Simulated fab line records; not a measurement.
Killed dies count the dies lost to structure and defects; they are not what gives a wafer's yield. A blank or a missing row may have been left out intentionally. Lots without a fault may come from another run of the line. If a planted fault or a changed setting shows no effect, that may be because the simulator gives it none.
What tool caused it? ; flow nand harc ; 42 wafers from 14 lots sampled at 4 of the route's 1302 steps

WHAT THE GAUGES READ, wafer by wafer
The record lacks any reading of a measuring or inspecting step that a usual standard deviation could be used to judge.

WHAT TOOL EACH LOT RAN ON (gives the tool, then ch and the chambers of the sampled wafers, and finally the start)
lot;NHARC_A_CHANNEL_HOLE_D2_ETCH_34;NHARC_A_CHANNEL_HOLE_D2_ETCH_24;NHARC_A_CHANNEL_FILL_D2_RTA_24;NHARC_A_STAIRCASE_ETCH_169
L201;rie diel-12 ch 0,3, day 13 02:41 or earlier;har etch-02 ch 0,1, day 13 02:41;rtp anneal-01 ch 0, day 15 05:01;rie diel-01 ch 2,3, day 15 06:22
L203;rie diel-12 ch 0,1,3, day 13 23:57 or earlier;har etch-01 ch 0,1, day 13 23:57;rtp anneal-01 ch 0, day 15 23:54;rie diel-13 ch 0,2,3, day 16 02:32
L204;rie diel-04 ch 1,2,3, day 14 15:29 or earlier;har etch-02 ch 0,1, day 14 15:29;rtp anneal-01 ch 0, day 17 00:06;rie diel-07 ch 2,3, day 17 01:26
L208;rie diel-12 ch 1,2,3, day 16 05:58 or earlier;har etch-01 ch 0, day 16 05:58;rtp anneal-01 ch 0, day 18 09:54;rie diel-07 ch 0,2, day 18 11:13
L209;rie diel-12 ch 0,2,3, day 16 09:58 or earlier;har etch-01 ch 0,1, day 16 09:58;rtp anneal-02 ch 0, day 18 15:58;rie diel-07 ch 0,2, day 18 17:56
L210;rie diel-04 ch 2,3, day 17 12:15 or earlier;har etch-02 ch 0,1, day 17 12:15;rtp anneal-01 ch 0, day 19 17:46;rie diel-13 ch 1,3, day 19 18:56
L212;rie diel-11 ch 1,3, day 17 16:17 or earlier;har etch-02 ch 0,1, day 17 16:17;rtp anneal-01 ch 0, day 19 21:23;rie diel-13 ch 0,1, day 19 22:35
L213;rie diel-04 ch 0,1,3, day 18 08:31 or earlier;har etch-01 ch 0,1, day 18 08:31;rtp anneal-02 ch 0, day 20 14:38;rie diel-13 ch 0,1,2, day 20 16:41
L214;rie diel-12 ch 0,2, day 18 14:34 or earlier;har etch-01 ch 0,1, day 18 14:34;rtp anneal-01, day 20 21:10;-
L216;rie diel-04 ch 1,2,3, day 19 02:44 or earlier;har etch-01 ch 1, day 19 02:44;rtp anneal-01, day 21 12:04;-
L215;rie diel-11 ch 0,1,3, day 20 02:40 or earlier;har etch-02 ch 0,1, day 20 02:40;rtp anneal-01 ch 0, day 22 05:05;rie diel-01 ch 0,1, day 22 06:22
L219;rie diel-12 ch 0,1,3, day 20 13:02 or earlier;har etch-02 ch 0,1, day 20 13:02;rtp anneal-02 ch 0, day 22 18:11;rie diel-07 ch 0,2,3, day 22 19:31
L223;rie diel-11 ch 0,2,3, day 22 11:04 or earlier;har etch-01 ch 0,1, day 22 11:04;rtp anneal-01 ch 0, day 24 15:38;rie diel-07 ch 1,2, day 24 16:46
L224;rie diel-12 ch 1,2,3, day 23 00:12 or earlier;har etch-02 ch 0,1, day 23 00:12;rtp anneal-01 ch 0, day 25 04:06;rie diel-07 ch 1,2,3, day 25 05:18
- NHARC_A_CHANNEL_HOLE_D2_ETCH_34: etches the open film in CF4/CHF3, target depth 154 nm, time 77 s.
- NHARC_A_CHANNEL_HOLE_D2_ETCH_24: etches the open film in C4F8/O2/Ar, time 906.2 s, target depth 1500 nm.
- NHARC_A_CHANNEL_FILL_D2_RTA_24: time 5 s.
- NHARC_A_STAIRCASE_ETCH_169: etches the open film in CH3F/O2, target depth 50 nm, time 107.1 s.

AS READ BY THE TOOLS THEMSELVES (means over the sampled wafers that have a number; for cases with no such wafer, the mark the record gives instead)
NHARC_A_CHANNEL_HOLE_D2_ETCH_34. Usual: bias w 199.9 W, standard deviation 0.65; drypump motor current A 5.7 A, standard deviation 0.54; oes product au 0.957 a.u., standard deviation 0.021; rf vpp V 371.2 V, standard deviation 2.2; showerhead plenum p Torr 1.59 Torr, standard deviation 0.062; throttle valve pct 16.802 %, standard deviation 0.0083.
lot;tool;bias w (W);drypump motor current A (A);oes product au (a.u.);rf vpp V (V);showerhead plenum p Torr (Torr);throttle valve pct (%);flag
L201;rie diel-12;199.9;5.6;0.960;370.6;1.57;16.799;
L203;rie diel-12;200.5;5.6;0.959;370.4;1.56;16.798;
L204;rie diel-04;200.3;5.6;0.959;370.4;1.58;16.812;
L208;rie diel-12;199.9;5.5;0.961;369.5;1.57;16.806;
L209;rie diel-12;199.8;5.5;0.957;370.9;1.57;16.798;
L210;rie diel-04;200.3;5.1;0.965;369.0;1.53;16.796;
L212;rie diel-11;200.0;5.4;0.953;372.3;1.62;16.815;
L213;rie diel-04;199.8;5.9;0.926;371.4;1.60;16.799;
L214;rie diel-12;199.6;5.8;0.978;369.3;1.54;16.800;
L216;rie diel-04;200.1;5.6;0.974;371.1;1.58;16.804;
L215;rie diel-11;200.1;6.0;0.964;371.8;1.60;16.798;
L219;rie diel-12;199.7;5.6;0.950;370.2;1.56;16.813;
L223;rie diel-11;199.8;5.9;0.967;373.3;1.66;16.796;
L224;rie diel-12;200.2;5.5;0.956;370.8;1.57;16.805;

NHARC_A_CHANNEL_HOLE_D2_ETCH_24. Usual: drypump motor current A 6.02 A, standard deviation 0.27; showerhead plenum p Torr 3.71 Torr, standard deviation 0.097; temp c -20.01 C, standard deviation 0.096; throttle valve pct 32.236 %, standard deviation 0.0082.
lot;tool;drypump motor current A (A);showerhead plenum p Torr (Torr);temp c (C);throttle valve pct (%);flag
L201;har etch-02;5.95;3.65;-19.94;32.231;
L203;har etch-01;6.17;3.69;-20.05;32.238;
L204;har etch-02;5.99;3.64;-19.88;32.241;
L208;har etch-01;6.17;3.67;-20.03;32.235;
L209;har etch-01;6.17;3.67;-19.96;32.240;
L210;har etch-02;5.76;3.78;-20.03;32.231;
L212;har etch-02;5.94;3.84;-20.03;32.239;
L213;har etch-01;6.18;3.65;-20.09;32.238;
L214;har etch-01;6.17;3.65;-19.97;32.239;
L216;har etch-01;6.19;3.65;-19.99;32.245;
L215;har etch-02;5.97;3.83;-20.01;32.232;
L219;har etch-02;5.75;3.75;-19.93;32.241;
L223;har etch-01;6.20;3.63;-20.04;32.233;
L224;har etch-02;5.74;3.73;-19.99;32.230;

NHARC_A_CHANNEL_FILL_D2_RTA_24. Usual: anneal temp c max 1005.6, standard deviation 1.3; lamp power pct 29.40 %, standard deviation 0.069; lamp_zone_2_pct 29.40 %, standard deviation 0.07; wafer_temp_C_max 1006.8, standard deviation 2.3.
lot;tool;anneal temp c max;lamp power pct (%);lamp_zone_2_pct (%);wafer_temp_C_max;flag
L201;rtp anneal-01;1006.9;29.47;29.48;1007.5;
L203;rtp anneal-01;1006.1;29.44;29.43;1009.2;
L204;rtp anneal-01;1006.8;29.45;29.42;1008.7;
L208;rtp anneal-01;1005.9;29.45;29.46;1007.2;
L209;rtp anneal-02;1003.3;29.32;29.36;1004.8;
L210;rtp anneal-01;1006.3;29.45;29.43;1008.5;
L212;rtp anneal-01;1006.2;29.46;29.42;1007.5;
L213;rtp anneal-02;1004.8;29.29;29.29;1003.6;
L214;rtp anneal-01;-;-;-;-;OFF
L216;rtp anneal-01;-;-;-;-;OFF
L215;rtp anneal-01;1006.7;29.48;29.48;1008.6;
L219;rtp anneal-02;1004.2;29.33;29.34;1003.2;
L223;rtp anneal-01;1005.6;29.41;29.43;1008.8;
L224;rtp anneal-01;1006.1;29.44;29.45;1007.0;

NHARC_A_STAIRCASE_ETCH_169. Usual: bias w 100.00 W, standard deviation 0.29; drypump motor current A 5.7 A, standard deviation 0.49; oes product au 0.963 a.u., standard deviation 0.021; rf vpp V 244.2 V, standard deviation 1.3; showerhead plenum p Torr 2.45 Torr, standard deviation 0.059; throttle valve pct 20.664 %, standard deviation 0.0086.
lot;tool;bias w (W);drypump motor current A (A);oes product au (a.u.);rf vpp V (V);showerhead plenum p Torr (Torr);throttle valve pct (%);flag
L201;rie diel-01;99.94;5.5;0.983;244.1;2.44;20.666;
L203;rie diel-13;99.81;5.8;0.928;243.7;2.44;20.662;
L204;rie diel-07;100.25;5.4;0.964;244.6;2.43;20.664;
L208;rie diel-07;100.12;5.8;0.976;244.7;2.51;20.660;
L209;rie diel-07;99.80;5.8;0.926;245.4;2.51;20.674;
L210;rie diel-13;99.93;6.0;0.966;244.6;2.41;20.659;
L212;rie diel-13;99.96;5.6;0.982;242.5;2.42;20.662;
L213;rie diel-13;99.97;5.6;0.975;243.8;2.41;20.670;
L215;rie diel-01;100.25;5.3;0.987;243.6;2.40;20.659;
L219;rie diel-07;100.18;5.6;0.974;244.4;2.46;20.662;
L223;rie diel-07;100.05;6.2;0.985;243.6;2.42;20.668;
L224;rie diel-07;99.78;5.8;0.919;243.7;2.43;20.665;

THE ANSWER, worked out from the rows above alone
Rule: lot off if the mean of its wafers having a number is beyond 3 standard deviations from the usual mean. Also off: a lot with no number at a reading for which 4 or more lots have one. All remaining lots with rows at the step are treated as sound. After the gauges, taken in route order, come the tools' own readings; for these a lot's mean is taken, as printed above. At the first step where some lot is off, the reading lying furthest off is the one used; lots without a number count as furthest.
Off: L214, L216, at NHARC_A_CHANNEL_FILL_D2_RTA_24 (anneal temp c max). Without a number there: L214, L216.
A tool fits if, at that step or a process step before it, it ran every lot that is off, and no sound lot after the first of them. Because NHARC_A_CHANNEL_HOLE_D2_ETCH_34 lacks a start for some lots, the hours and order of its lots are taken from NHARC_A_CHANNEL_HOLE_D2_ETCH_24. Not one of the candidates tried fits.

WHAT THE SIMULATOR HAD PUT IN
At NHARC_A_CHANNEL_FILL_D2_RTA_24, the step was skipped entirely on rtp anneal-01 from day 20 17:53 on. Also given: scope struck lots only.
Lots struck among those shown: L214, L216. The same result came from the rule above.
